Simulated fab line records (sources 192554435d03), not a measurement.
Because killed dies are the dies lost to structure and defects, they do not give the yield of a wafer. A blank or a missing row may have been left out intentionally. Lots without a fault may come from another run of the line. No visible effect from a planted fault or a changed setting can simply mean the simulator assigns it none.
Chamber matching :: flow n5_finfet :: 4 sister chambers for N5_BEOL_M0_CMP_120 on cmp-04
The step polishes, stops on SiOC, t overpolish 6.9 s. 4 wafers are shown with their chamber, then 7 later ones without.

## WAFERS WITH THEIR CHAMBER
wafer: L077.3
chamber: 2
motor_current_A (A): 6.6

wafer: L090.2
chamber: 0
motor_current_A (A): 5.1

wafer: L091.2
chamber: 1
motor_current_A (A): 7.0

wafer: L091.3
chamber: 3
motor_current_A (A): 6.2

## WAFERS WITHOUT THEIR CHAMBER
wafer: L091.4
motor_current_A (A): 6.6

wafer: L092.2
motor_current_A (A): 7.0

wafer: L094.1
motor_current_A (A): 7.2

wafer: L094.4
motor_current_A (A): 6.7

wafer: L095.1
motor_current_A (A): 5.2

wafer: L095.3
motor_current_A (A): 7.0

wafer: L095.4
motor_current_A (A): 6.2

## WHICH CHAMBER EACH WENT THROUGH
wafer: L091.4
from the rows above: 2
in truth: 2

wafer: L092.2
from the rows above: 1
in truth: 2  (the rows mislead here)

wafer: L094.1
from the rows above: 1
in truth: 1

wafer: L094.4
from the rows above: 2
in truth: 2

wafer: L095.1
from the rows above: 0
in truth: 0

wafer: L095.3
from the rows above: 1
in truth: 1

wafer: L095.4
from the rows above: 3
in truth: 3
6 of 7 placed correctly. Left unplaced by these rows: 0. Number placed wrongly: 1.
How it was worked out, from the rows above alone: a wafer's distance from a chamber is the root of the sum, over the readings, of the square of ((its reading less the chamber's mean) divided by the reading's scatter). The wafer belongs to the nearest chamber; if the next one is less than 2 further off, it can't be placed. For every chamber, the mean is computed from those of its wafers that are shown. The scatter: with one shown wafer a chamber, the root of the mean of the squares of how far each hidden wafer lies from its nearest shown one.
